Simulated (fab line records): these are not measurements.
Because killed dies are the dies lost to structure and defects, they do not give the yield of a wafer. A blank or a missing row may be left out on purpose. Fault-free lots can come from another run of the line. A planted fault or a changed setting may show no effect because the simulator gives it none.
Chamber matching / flow nand-harc / 4 sister chambers for NHARC_A_STAIRCASE_TRIM_229 on rie-diel-02
The step chemistry O2, time 211.2 s. 16 wafers are shown with their chamber, then 8 later ones without.

== WAFERS WITH THEIR CHAMBER ==
wafer=L078.3; chamber=3; drypump-motor-current-A (A)=6.7; oes-product-au (a.u.)=0.986; showerhead-plenum-p-Torr (Torr)=3.71
wafer=L078.4; chamber=0; drypump-motor-current-A (A)=5.4; oes-product-au (a.u.)=0.984; showerhead-plenum-p-Torr (Torr)=3.67
wafer=L078.6; chamber=3; drypump-motor-current-A (A)=6.7; oes-product-au (a.u.)=0.999; showerhead-plenum-p-Torr (Torr)=3.71
wafer=L080.2; chamber=0; drypump-motor-current-A (A)=5.4; oes-product-au (a.u.)=0.993; showerhead-plenum-p-Torr (Torr)=3.67
wafer=L080.5; chamber=0; drypump-motor-current-A (A)=5.4; oes-product-au (a.u.)=0.982; showerhead-plenum-p-Torr (Torr)=3.67
wafer=L080.6; chamber=3; drypump-motor-current-A (A)=6.7; oes-product-au (a.u.)=0.997; showerhead-plenum-p-Torr (Torr)=3.71
wafer=L083.2; chamber=0; drypump-motor-current-A (A)=5.4; oes-product-au (a.u.)=0.978; showerhead-plenum-p-Torr (Torr)=3.66
wafer=L083.4; chamber=2; drypump-motor-current-A (A)=6.5; oes-product-au (a.u.)=1.004; showerhead-plenum-p-Torr (Torr)=3.27
wafer=L083.6; chamber=3; drypump-motor-current-A (A)=6.7; oes-product-au (a.u.)=0.996; showerhead-plenum-p-Torr (Torr)=3.70
wafer=L087.1; chamber=2; drypump-motor-current-A (A)=6.4; oes-product-au (a.u.)=1.010; showerhead-plenum-p-Torr (Torr)=3.26
wafer=L087.3; chamber=0; drypump-motor-current-A (A)=5.4; oes-product-au (a.u.)=0.980; showerhead-plenum-p-Torr (Torr)=3.66
wafer=L087.5; chamber=3; drypump-motor-current-A (A)=6.7; oes-product-au (a.u.)=1.002; showerhead-plenum-p-Torr (Torr)=3.70
wafer=L089.1; chamber=1; drypump-motor-current-A (A)=5.4; oes-product-au (a.u.)=0.993; showerhead-plenum-p-Torr (Torr)=3.29
wafer=L089.4; chamber=2; drypump-motor-current-A (A)=6.5; oes-product-au (a.u.)=1.012; showerhead-plenum-p-Torr (Torr)=3.81
wafer=L089.5; chamber=1; drypump-motor-current-A (A)=5.4; oes-product-au (a.u.)=0.996; showerhead-plenum-p-Torr (Torr)=3.29
wafer=L088.1; chamber=2; drypump-motor-current-A (A)=6.5; oes-product-au (a.u.)=1.009; showerhead-plenum-p-Torr (Torr)=3.81

SIGNATURES (means of the wafers above)
reading=drypump-motor-current-A; chamber 0=5.400; chamber 1=5.400; chamber 2=6.475; chamber 3=6.700; scatter within a chamber=0.025
reading=oes-product-au; chamber 0=0.98340; chamber 1=0.99450; chamber 2=1.00875; chamber 3=0.99600; scatter within a chamber=0.00517
reading=showerhead-plenum-p-Torr; chamber 0=3.6660; chamber 1=3.2900; chamber 2=3.5375; chamber 3=3.7060; scatter within a chamber=0.157
Rule: a wafer lies at a distance from a chamber equal to the root of the sum of squares, over the readings, of (its reading less the chamber's mean, divided by the reading's scatter). If the next closest chamber is less than 2 further off than the closest, the wafer can't be placed; otherwise it belongs to the closest. The scatter: take each reading less its chamber's mean, square it, sum over the shown wafers, divide by the number of wafers less the number of chambers, and take the root.

== WAFERS WHOSE CHAMBER IS MISSING ==
wafer=L088.2; drypump-motor-current-A (A)=6.7; oes-product-au (a.u.)=1.006; showerhead-plenum-p-Torr (Torr)=3.70
wafer=L088.3; drypump-motor-current-A (A)=5.4; oes-product-au (a.u.)=0.996; showerhead-plenum-p-Torr (Torr)=3.65
wafer=L095.1; drypump-motor-current-A (A)=5.4; oes-product-au (a.u.)=0.988; showerhead-plenum-p-Torr (Torr)=3.65
wafer=L095.4; drypump-motor-current-A (A)=5.4; oes-product-au (a.u.)=1.014; showerhead-plenum-p-Torr (Torr)=3.29
wafer=L095.5; drypump-motor-current-A (A)=6.4; oes-product-au (a.u.)=1.011; showerhead-plenum-p-Torr (Torr)=3.80
wafer=L097.2; drypump-motor-current-A (A)=5.4; oes-product-au (a.u.)=1.007; showerhead-plenum-p-Torr (Torr)=3.65
wafer=L097.3; drypump-motor-current-A (A)=6.4; oes-product-au (a.u.)=1.014; showerhead-plenum-p-Torr (Torr)=3.80
wafer=L097.6; drypump-motor-current-A (A)=6.5; oes-product-au (a.u.)=1.011; showerhead-plenum-p-Torr (Torr)=3.80

== EACH ONE'S CHAMBER ==
wafer=L088.2; from the rows above=3; in truth=3
wafer=L088.3; from the rows above=can't be placed: 1 or 0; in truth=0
wafer=L095.1; from the rows above=can't be placed: 0 or 1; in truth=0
wafer=L095.4; from the rows above=1; in truth=1
wafer=L095.5; from the rows above=2; in truth=2
wafer=L097.2; from the rows above=can't be placed: 1 or 0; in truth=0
wafer=L097.3; from the rows above=2; in truth=2
wafer=L097.6; from the rows above=2; in truth=2
5 of 8 placed correctly. Not placeable from these rows: 3 (in 3, the candidates include the true chamber). 0 placed wrongly.
